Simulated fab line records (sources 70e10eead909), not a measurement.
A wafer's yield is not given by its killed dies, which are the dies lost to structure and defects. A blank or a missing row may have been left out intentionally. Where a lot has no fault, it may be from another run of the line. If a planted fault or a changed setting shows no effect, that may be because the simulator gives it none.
fab line records ; flow nand_harc
record lots=6; wafers=18; last_day=25
route steps=1159 shown P_CONTACT@248 P_M0@253
lots untouched by any fault: they come from a run of this same line in which no faults occurred
start_h: hours from the record's opening day to when the first of the lot's shown wafers began ; wait_h: hours since the lot's step before ; " repeats the value in the row above ; L1.1+2: one row covering several wafers at once ; - value missing, or start not given ; * or withheld: withheld ; < > ~ a bound
route shown NAME@n: names a module that has steps shown in the file, with the first one's number in the route ; usual: the fault-free wafers' mean and standard deviation ; same: alike in all rows ; chamber/n: place in a boat ; sites: each site's reading ; _std_site: their standard deviation ; _edge_site: inner sites' mean taken away from outer sites' mean ; radius_mm: for every site, how far away it sits from the centre of the wafer ; mask NAME#n: copy n ; behind: the most recent tool/chamber to have shaped the wafer ; hold: the reason the lot was held/the length of the hold in hours/how it ended ; device: names the non-switching transistor (n, p or np) ; end of line: the tests these same wafers got at the end of their route ; a step with no rows: only its recipe ; killed: dies lost to structure and defects at the first sort, not the wafer's yield ; map: shows each die of a wafer: x if killed, . if not, _ if none is there
set.NAME: the setting as run; set.NAME@STEP: as run at that earlier step ; model.NAME: the simulator's own value behind a step, which no gauge read
certain route steps with their lots: each step a table, each wafer a row
services: when a tool's chamber went out of use (start_h, in hours from the record's first day, below 0 if earlier), for how many hours, and the reason
## steps
# step NHARC_P_CONTACT_CVD_23
# recipe target_thk_a=2000; temp_c=300; pressure_torr=40; wf6_flow_sccm=40; h2_flow_sccm=1600; ar_flow_sccm=1560; time_s=557; material=W
# usual heater_power_w=503/55; mfc_ar_sccm=1560/4.6; susceptor_temp_C=299.97/0.18; throttle_valve_pct=7.83/0.17
lot.wafer;tool;chamber;start_h;wait_h;heater_power_w;mfc_ar_sccm;susceptor_temp_C;throttle_valve_pct
L871.2;cvd_w-02;1;-;-;437;1558;-;7.77
L871.1;cvd_w-02;0;-;-;469;1564;-;7.92
L871.4;cvd_w-02;0;-;-;467;1556;-;8.17
L877.2;cvd_w-02;0;-;-;479;1561;299.83;7.79
L877.1;cvd_w-02;1;-;-;429;1560;299.86;7.77
L877.5;cvd_w-02;0;-;-;472;1554;299.98;7.80
L886.1;cvd_w-01;1;-;-;540;1565;300.05;7.96
L886.3;cvd_w-01;0;-;-;596;1559;299.94;7.73
L886.6;cvd_w-01;0;-;-;574;1556;300.24;7.63
L887.1;cvd_w-02;1;-;-;430;1563;-;7.83
L887.3;cvd_w-02;0;-;-;467;1561;-;7.42
L887.5;cvd_w-02;0;-;-;459;1566;-;7.94
L892.1;cvd_w-01;0;-;-;580;1565;299.83;7.97
L892.4;cvd_w-01;0;-;-;561;1561;299.95;7.79
L892.6;cvd_w-01;1;-;-;528;1546;299.88;7.98
L893.4;cvd_w-01;1;-;-;535;1555;300.41;8.08
L893.3;cvd_w-01;0;-;-;579;1567;299.99;7.64
L893.5;cvd_w-01;0;-;-;593;1563;300.00;7.69
# step NHARC_P_CONTACT_CMP_24
# recipe t_overpolish_s=30; target_thk_nm=200
# usual edge_zone_pressure_frac=1.000/0.0049; motor_current_A=12.6/1.2; overpolish_run_s=30.000/0.0088; time_to_endpoint_s=39.3/1.8
lot.wafer;tool;chamber;start_h;wait_h;edge_zone_pressure_frac;motor_current_A;overpolish_run_s;time_to_endpoint_s
L871.1;cmp-04;2;124.31;0.5;1.001;11.3;30.012;40.5
L871.4;cmp-04;3;124.31;0.5;1.004;12.8;29.994;41.2
L871.2;cmp-04;1;124.31;0.5;0.997;10.8;30.012;38.2
L877.1;cmp-04;1;154.02;0.5;1.008;11.3;30.010;36.2
L877.2;cmp-04;2;154.02;0.5;1.006;11.0;29.982;36.9
L877.5;cmp-04;1;154.02;0.5;0.997;11.4;29.998;37.3
L886.3;cmp-04;0;216.77;0.3;1.002;11.8;30.015;39.9
L886.1;cmp-04;2;216.77;0.3;0.998;11.1;30.004;43.5
L886.6;cmp-04;1;216.77;0.3;1.001;10.5;30.004;42.6
L887.3;cmp-04;3;217.44;0.4;0.990;13.7;29.994;41.1
L887.1;cmp-04;0;217.44;0.4;1.006;11.9;29.987;42.8
L887.5;cmp-04;3;217.44;0.4;1.002;12.8;29.989;40.5
L892.1;cmp-04;0;247.41;0.6;0.997;12.5;29.989;41.0
L892.4;cmp-04;3;247.41;0.6;0.998;12.6;30.011;40.1
L892.6;cmp-04;0;247.41;0.6;1.001;11.5;30.000;41.0
L893.3;cmp-03;0;251.45;0.3;1.004;13.1;29.994;39.2
L893.4;cmp-03;3;251.45;0.3;1.003;14.3;29.995;38.7
L893.5;cmp-03;0;251.45;0.3;1.002;13.3;30.003;39.6
# step NHARC_P_CONTACT_SRD_26
# step NHARC_P_CONTACT_INSPECT_27
# usual raw_defect_count=291/120
lot.wafer;tool;chamber;start_h;wait_h;raw_defect_count
L871.1;defect_inspect-02;-;124.72;0.1;114
L871.2;defect_inspect-02;-;124.72;0.1;253
L871.4;defect_inspect-02;-;124.72;0.1;184
L877.1;defect_inspect-01;-;154.40;0.1;116
L877.2;defect_inspect-01;-;154.40;0.1;142
L877.5;defect_inspect-01;-;154.40;0.1;246
L886.1;defect_inspect-02;-;217.17;0.1;244
L886.3;defect_inspect-02;-;217.17;0.1;261
L886.6;defect_inspect-02;-;217.17;0.1;270
L887.1;defect_inspect-02;-;217.82;0.1;336
L887.3;defect_inspect-02;-;217.82;0.1;206
L887.5;defect_inspect-02;-;217.82;0.1;380
L892.1;defect_inspect-01;-;247.81;0.1;226
L892.4;defect_inspect-01;-;247.81;0.1;166
L892.6;defect_inspect-01;-;247.81;0.1;290
L893.3;defect_inspect-02;-;251.86;0.1;196
L893.4;defect_inspect-02;-;251.86;0.1;192
L893.5;defect_inspect-02;-;251.86;0.1;277
# step NHARC_P_M0_DEP_00
# recipe target_thk_a=1500; target_thk_nm=150; temp_c=withheld; pressure_torr=5; flow_sccm=200; rf_w=600; material=SiOC
# step NHARC_P_M0_DEHYDRATE_01
# recipe temp_c=150; time_s=120
# step NHARC_P_M0_HMDS_02
# recipe time_s=30
# step NHARC_P_M0_COAT_33
# recipe temp_c=200; time_s=65
# step NHARC_P_M0_COAT_03
# recipe spin_rpm=1500; resist_thk_nm=90
# step NHARC_P_M0_SOFTBAKE_04
# recipe temp_c=105; time_s=55
# step NHARC_P_M0_EBR_05
# step NHARC_P_M0_EXPOSE_06
# recipe na=1.35; target_cd_nm=90; dose_mj=81.28; mask_id=P_M0
# usual exposure_dose_mJ_cm2=81.26/0.071
lot.wafer;tool;chamber;start_h;wait_h;mask;exposure_dose_mJ_cm2
L871.1;arfi_scanner-02;0;125.49;-;P_M0#0;81.23
L871.2;arfi_scanner-02;0;125.49;-;P_M0#0;81.25
L871.4;arfi_scanner-02;0;125.49;-;P_M0#0;81.20
L877.1;arfi_scanner-01;0;155.21;-;P_M0#0;81.31
L877.2;arfi_scanner-01;0;155.21;-;P_M0#0;81.19
L877.5;arfi_scanner-01;0;155.21;-;P_M0#0;81.25
L886.1;arfi_scanner-01;0;217.93;-;P_M0#0;95.93
L886.3;arfi_scanner-01;0;217.93;-;P_M0#0;96.00
L886.6;arfi_scanner-01;0;217.93;-;P_M0#0;96.01
L887.1;arfi_scanner-02;0;218.58;-;P_M0#0;81.35
L887.3;arfi_scanner-02;0;218.58;-;P_M0#0;81.25
L887.5;arfi_scanner-02;0;218.58;-;P_M0#0;81.43
L892.1;arfi_scanner-01;0;248.57;-;P_M0#0;93.05
L892.4;arfi_scanner-01;0;248.57;-;P_M0#0;92.92
L892.6;arfi_scanner-01;0;248.57;-;P_M0#0;93.03
L893.3;arfi_scanner-02;0;252.66;-;P_M0#0;81.10
L893.4;arfi_scanner-02;0;252.66;-;P_M0#0;81.32
L893.5;arfi_scanner-02;0;252.66;-;P_M0#0;81.25
# step NHARC_P_M0_PEB_07
# recipe peb_temp_c=100; peb_time_s=65
# step NHARC_P_M0_DEVELOP_08
# recipe develop_time_s=35; dev_temp_c=23
# step NHARC_P_M0_CD_MEAS_09
# recipe target_cd_nm=90; landing_energy_ev=500
# usual cd_nm=90.0/0.52
lot.wafer;tool;chamber;start_h;wait_h;cd_nm
L871.1;cd_sem-03;0;125.63;-;90.3
L871.2;cd_sem-03;0;125.63;-;90.9
L871.4;cd_sem-03;0;125.63;-;90.4
L877.1;cd_sem-03;0;155.35;-;89.6
L877.2;cd_sem-03;0;155.35;-;90.1
L877.5;cd_sem-03;0;155.35;-;89.4
L886.1;cd_sem-03;0;218.08;-;100.6
L886.3;cd_sem-03;0;218.08;-;100.4
L886.6;cd_sem-03;0;218.08;-;100.0
L887.1;cd_sem-01;0;218.72;-;89.8
L887.3;cd_sem-01;0;218.72;-;90.0
L887.5;cd_sem-01;0;218.72;-;89.9
L892.1;cd_sem-01;0;248.72;-;98.4
L892.4;cd_sem-01;0;248.72;-;98.3
L892.6;cd_sem-01;0;248.72;-;98.4
L893.3;cd_sem-03;0;252.80;-;90.7
L893.4;cd_sem-03;0;252.80;-;90.5
L893.5;cd_sem-03;0;252.80;-;90.8
# step NHARC_P_M0_OVL_MEAS_10
# recipe pitch_nm=180
# usual overlay_x_nm=0.2/0.78; overlay_y_nm=-0.3/0.84
lot.wafer;tool;chamber;start_h;wait_h;overlay_x_nm;overlay_y_nm
L871.1;overlay-02;-;125.72;-;-1.5;-0.5
L871.2;overlay-02;-;125.72;-;-1.6;-0.1
L871.4;overlay-02;-;125.72;-;-1.3;-0.7
L877.1;overlay-02;-;155.44;-;0.8;-0.4
L877.2;overlay-02;-;155.44;-;0.1;-0.6
L877.5;overlay-02;-;155.44;-;0.2;-0.5
L886.1;overlay-01;-;218.17;-;0.6;-1.0
L886.3;overlay-01;-;218.17;-;0.8;-0.6
L886.6;overlay-01;-;218.17;-;1.0;-0.5
L887.1;overlay-01;-;218.81;-;2.2;0.2
L887.3;overlay-01;-;218.81;-;2.1;0.7
L887.5;overlay-01;-;218.81;-;2.2;0.5
L892.1;overlay-02;-;248.80;-;-0.1;-1.1
L892.4;overlay-02;-;248.80;-;-0.1;-0.9
L892.6;overlay-02;-;248.80;-;0.7;-1.1
L893.3;overlay-01;-;252.89;-;0.1;1.0
L893.4;overlay-01;-;252.89;-;-0.8;0.4
L893.5;overlay-01;-;252.89;-;-0.1;0.9
# step NHARC_P_M0_INSPECT_11
# usual raw_defect_count=3.9/2.1
lot.wafer;tool;chamber;start_h;wait_h;raw_defect_count
L871.1;defect_inspect-01;-;125.75;0.0;2
L871.2;defect_inspect-01;-;125.75;0.0;3
L871.4;defect_inspect-01;-;125.75;0.0;1
L877.1;defect_inspect-02;-;155.47;0.0;7
L877.2;defect_inspect-02;-;155.47;0.0;3
L877.5;defect_inspect-02;-;155.47;0.0;6
L886.1;defect_inspect-02;-;218.21;0.0;3
L886.3;defect_inspect-02;-;218.21;0.0;8
L886.6;defect_inspect-02;-;218.21;0.0;4
L887.1;defect_inspect-01;-;218.85;0.0;4
L887.3;defect_inspect-01;-;218.85;0.0;6
L887.5;defect_inspect-01;-;218.85;0.0;4
L892.1;defect_inspect-02;-;248.84;0.0;2
L892.4;defect_inspect-02;-;248.84;0.0;3
L892.6;defect_inspect-02;-;248.84;0.0;1
L893.3;defect_inspect-01;-;252.93;0.0;2
L893.4;defect_inspect-01;-;252.93;0.0;5
L893.5;defect_inspect-01;-;252.93;0.0;3
# step NHARC_P_M0_DESCUM_14
# recipe time_s=3; o2_flow_sccm=200; ar_flow_sccm=0; bias_power_w=0; chemistry=O2
# usual drypump_motor_current_A=5.6/0.51; mfc_ar_sccm=0.010/0.012; oes_product_au=1.003/0.0085; rf_vpp_V=57.9/0.82; showerhead_plenum_p_Torr=1.93/0.075; throttle_valve_pct=11.312/0.0095
lot.wafer;tool;chamber;start_h;wait_h;drypump_motor_current_A;mfc_ar_sccm;oes_product_au;rf_hours_counter_h;rf_vpp_V;showerhead_plenum_p_Torr;throttle_valve_pct;model.P_M0.cd_nm
L871.1;rie_diel-10;0;125.82;0.1;5.0;0;1.013;8;59.1;2.01;11.316;90.15
L871.2;rie_diel-10;1;125.82;0.1;5.6;0;1.020;8;57.6;1.84;11.321;90.34
L871.4;rie_diel-10;3;125.82;0.1;4.9;0.013;1.009;-;58.5;1.91;11.307;89.94
L877.2;rie_diel-08;3;155.54;0.1;5.5;0.029;1.004;2;58.1;1.91;11.307;90.08
L877.1;rie_diel-08;0;155.54;0.1;5.7;0;0.991;2;57.9;1.95;11.309;88.83
L877.5;rie_diel-08;3;155.54;0.1;5.6;0.029;0.995;-;58.1;1.91;11.284;89.61
L886.3;rie_diel-08;0;218.28;0.1;5.6;0;0.996;5;58.7;1.95;11.303;100
L886.1;rie_diel-08;1;218.28;0.1;5.3;0;0.999;5;57.0;1.81;11.340;100.7
L886.6;rie_diel-08;1;218.28;0.1;5.3;0;0.996;-;57.1;1.81;11.311;99.95
L887.1;rie_diel-10;1;218.91;0.1;5.7;0;1.004;3;57.7;1.84;11.307;89.37
L887.3;rie_diel-10;0;218.91;0.1;5.0;0;0.999;3;59.9;2.01;11.310;90.11
L887.5;rie_diel-10;1;218.91;0.1;5.6;0;0.998;-;57.4;1.83;11.304;89.79
L892.1;rie_diel-10;0;248.92;0.1;5.0;0;1.003;6;56.5;2.01;11.313;98.81
L892.6;rie_diel-10;2;248.92;0.1;6.4;0.016;1.005;-;58.1;1.98;11.289;98.69
L892.4;rie_diel-10;0;248.92;0.1;5.0;0;1.001;-;59.4;2.01;11.315;98.63
L893.4;rie_diel-13;0;252.99;0.1;6.0;0.039;0.986;14;56.8;2.05;11.307;89.75
L893.3;rie_diel-13;3;252.99;0.1;5.9;0;0.994;15;57.6;1.80;11.316;90.39
L893.5;rie_diel-13;1;252.99;0.1;6.0;0.019;0.996;-;57.1;1.89;11.305;90.59
# step NHARC_P_M0_ETCH_34
# recipe target_depth_a=400; overetch_a=120; time_s=43.94; ion_energy_ev=200; n2_flow_sccm=150; h2_flow_sccm=150; ar_flow_sccm=0; rf_w=400; bias_w=150; chemistry=N2/H2
# usual drypump_motor_current_A=5.6/0.5; h2_flow_sccm=150.1/0.44; mfc_ar_sccm=0.009/0.012; oes_product_au=1.000/0.0075; rf_vpp_V=431.0/2.2; showerhead_plenum_p_Torr=2.05/0.082; throttle_valve_pct=14.171/0.0097
lot.wafer;tool;chamber;start_h;wait_h;drypump_motor_current_A;h2_flow_sccm;mfc_ar_sccm;oes_product_au;rf_hours_counter_h;rf_vpp_V;showerhead_plenum_p_Torr;throttle_valve_pct
L871.2;rie_diel-10;0;125.92;0.1;5.0;150.8;0;1.006;8;433.0;2.15;14.163
L871.1;rie_diel-10;3;125.92;0.1;4.9;149.7;0.013;0.999;8;430.7;2.04;14.175
L871.4;rie_diel-10;0;125.92;0.1;5.0;149.7;0;1.004;-;433.2;2.15;14.188
L877.2;rie_diel-08;0;155.62;0.1;5.7;149.8;0;0.995;2;431.5;2.08;14.174
L877.1;rie_diel-08;2;155.62;0.1;6.0;149.5;0.031;0.994;1;431.9;2.07;14.191
L877.5;rie_diel-08;0;155.62;0.1;5.7;150.5;0;0.991;-;432.5;2.08;14.171
L886.3;rie_diel-08;1;218.38;0.1;5.3;150.3;0;0.985;5;427.6;1.93;14.191
L886.1;rie_diel-08;3;218.38;0.1;5.6;150.2;0.029;1.011;5;431.3;2.04;14.180
L886.6;rie_diel-08;1;218.38;0.1;5.3;150.0;0;0.977;-;426.3;1.93;14.181
L887.1;rie_diel-10;2;219.02;0.1;6.4;149.6;0.016;1.013;3;432.0;2.12;14.155
L887.3;rie_diel-10;0;219.02;0.1;5.0;150.4;0;1.001;3;433.8;2.15;14.166
L887.5;rie_diel-10;2;219.02;0.1;6.4;149.3;0.016;1.006;-;433.4;2.12;14.171
L892.1;rie_diel-10;1;249.02;0.1;5.6;149.9;0;1.007;3;427.1;1.95;14.163
L892.4;rie_diel-10;2;249.02;0.1;6.4;150.2;0.016;1.007;-;432.8;2.12;14.171
L892.6;rie_diel-10;0;249.02;0.1;5.0;151.0;0;1.006;-;434.2;2.15;14.193
L893.3;rie_diel-13;2;253.07;0.1;6.6;149.2;0;0.994;12;430.3;2.04;14.158
L893.4;rie_diel-13;1;253.07;0.1;6.0;149.5;0.019;0.993;14;430.5;2.01;14.163
L893.5;rie_diel-13;3;253.07;0.1;5.9;150.4;0;0.993;-;427.1;1.91;14.165
# step NHARC_P_M0_ETCH_15
# recipe target_depth_a=1500; overetch_a=150; time_s=82.5; c4f8_flow_sccm=withheld; ar_flow_sccm=400; rf_w=600; bias_w=300; chemistry=C4F8/Ar
# usual oes_product_au=0.962/0.017; rf_vpp_V=441.2/2.5
lot.wafer;tool;chamber;start_h;wait_h;oes_product_au;rf_hours_counter_h;rf_vpp_V;model.P_M0.cd_nm
L871.1;rie_diel-10;0;-;-;0.973;8;445.3;90.13
L871.2;rie_diel-10;1;-;-;0.971;8;438.1;90.31
L871.4;rie_diel-10;3;-;-;0.976;-;442.0;89.95
L877.1;rie_diel-08;0;-;-;0.971;2;441.5;88.51
L877.2;rie_diel-08;2;-;-;0.964;1;440.9;89.67
L877.5;rie_diel-08;1;-;-;0.977;-;438.0;89.54
L886.1;rie_diel-08;1;-;-;0.963;5;437.6;100.7
L886.3;rie_diel-08;0;-;-;0.953;5;442.4;99.88
L886.6;rie_diel-08;1;-;-;0.952;-;436.6;99.92
L887.1;rie_diel-10;1;-;-;0.960;3;437.4;89.24
L887.3;rie_diel-10;0;-;-;0.970;3;442.5;89.83
L887.5;rie_diel-10;2;-;-;0.965;-;442.5;89.59
L892.1;rie_diel-10;0;-;-;0.966;6;444.0;98.22
L892.4;rie_diel-10;0;-;-;0.961;-;443.6;98.27
L892.6;rie_diel-10;2;-;-;0.972;-;442.9;98.61
L893.4;rie_diel-13;3;-;-;0.926;15;435.6;89.5
L893.3;rie_diel-13;1;-;-;0.930;15;439.4;90.33
L893.5;rie_diel-13;3;-;-;0.927;-;438.2;90.42
# step NHARC_P_M0_CD_MEAS_16
# usual cd_nm=89.8/0.62
lot.wafer;tool;chamber;start_h;wait_h;cd_nm
L871.1;cd_sem-03;-;126.16;-;90.5
L871.2;cd_sem-03;-;126.16;-;90.3
L871.4;cd_sem-03;-;126.16;-;89.6
L877.1;cd_sem-01;-;155.83;-;88.4
L877.2;cd_sem-01;-;155.83;-;89.6
L877.5;cd_sem-01;-;155.83;-;89.3
L886.1;cd_sem-03;-;218.61;-;100.6
L886.3;cd_sem-03;-;218.61;-;99.8
L886.6;cd_sem-03;-;218.61;-;100.0
L887.1;cd_sem-02;-;219.25;-;89.4
L887.3;cd_sem-02;-;219.25;-;90.0
L887.5;cd_sem-02;-;219.25;-;89.4
L892.1;cd_sem-01;-;249.26;-;98.7
L892.4;cd_sem-01;-;249.26;-;98.1
L892.6;cd_sem-01;-;249.26;-;98.5
L893.3;cd_sem-02;-;253.29;-;90.4
L893.4;cd_sem-02;-;253.29;-;89.8
L893.5;cd_sem-02;-;253.29;-;90.7
## services
tool;chamber;start_h;hours;kind
rie_diel-13;3;102.71;5.0;repair
cmp-04;-;105.95;4.0;pm
cmp-04;-;111.36;1.5;repair
cvd_w-01;-;113.33;13.0;pm
rie_diel-10;2;120.84;7.3;repair
rie_diel-08;-;124.80;9.0;pm
arfi_scanner-02;-;143.43;1.0;repair
arfi_scanner-02;-;151.51;0.7;repair
rie_diel-08;-;156.22;0.1;repair
arfi_scanner-01;-;163.51;14.6;repair
rie_diel-08;1;170.02;8.7;repair
rie_diel-08;2;173.35;50.0;repair
rie_diel-13;-;175.30;0.5;repair
rie_diel-10;-;176.53;9.0;pm
rie_diel-13;2;178.47;8.5;repair
cvd_w-02;0;190.97;8.0;repair
arfi_scanner-01;-;196.00;4.0;pm
cvd_w-02;-;196.58;13.0;pm
rie_diel-08;3;200.66;10.0;repair
cmp-04;-;203.95;4.0;pm
rie_diel-10;3;205.56;44.2;repair
rie_diel-08;0;215.29;1.9;repair
arfi_scanner-01;-;221.23;2.7;repair
rie_diel-10;1;231.61;14.3;repair
## key
first_sign step=NHARC_P_M0_EXPOSE_06; reading=exposure_dose_mJ_cm2; direction=up; sigmas=99+; usual=81.26; struck=94.49
effect step=NHARC_P_M0_CD_MEAS_09; reading=cd_nm; direction=up; sigmas=18; usual=90.0; struck=99.3; through=control_loop
effect step=NHARC_P_M0_CD_MEAS_16; reading=cd_nm; direction=up; sigmas=15; usual=89.8; struck=99.3; through=control_loop
model_effect step=NHARC_P_M0_DESCUM_14; value=P_M0.cd_nm; without=90.16; struck=99.47
model_effect step=NHARC_P_M0_ETCH_15; value=P_M0.cd_nm; without=89.96; struck=99.27
met_at NHARC_P_M0_EXPOSE_06
struck_wafers L886.1,L886.3,L886.6,L892.1,L892.4,L892.6
loop_trim step=NHARC_P_M0_EXPOSE_06; setting=dose; lots=L892
onset_between 155.21 217.93
fault kind=process_parameter_drift; tool=arfi_scanner-01; chamber=-; onset_h=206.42; steps=NHARC_P_M0_EXPOSE_06; channel=dose_mj; offset=14.683; shape=step; acts_in=these_recipes_only; stated=81.28
# loop_trim: a control loop set the setting to another value than it would have without faults
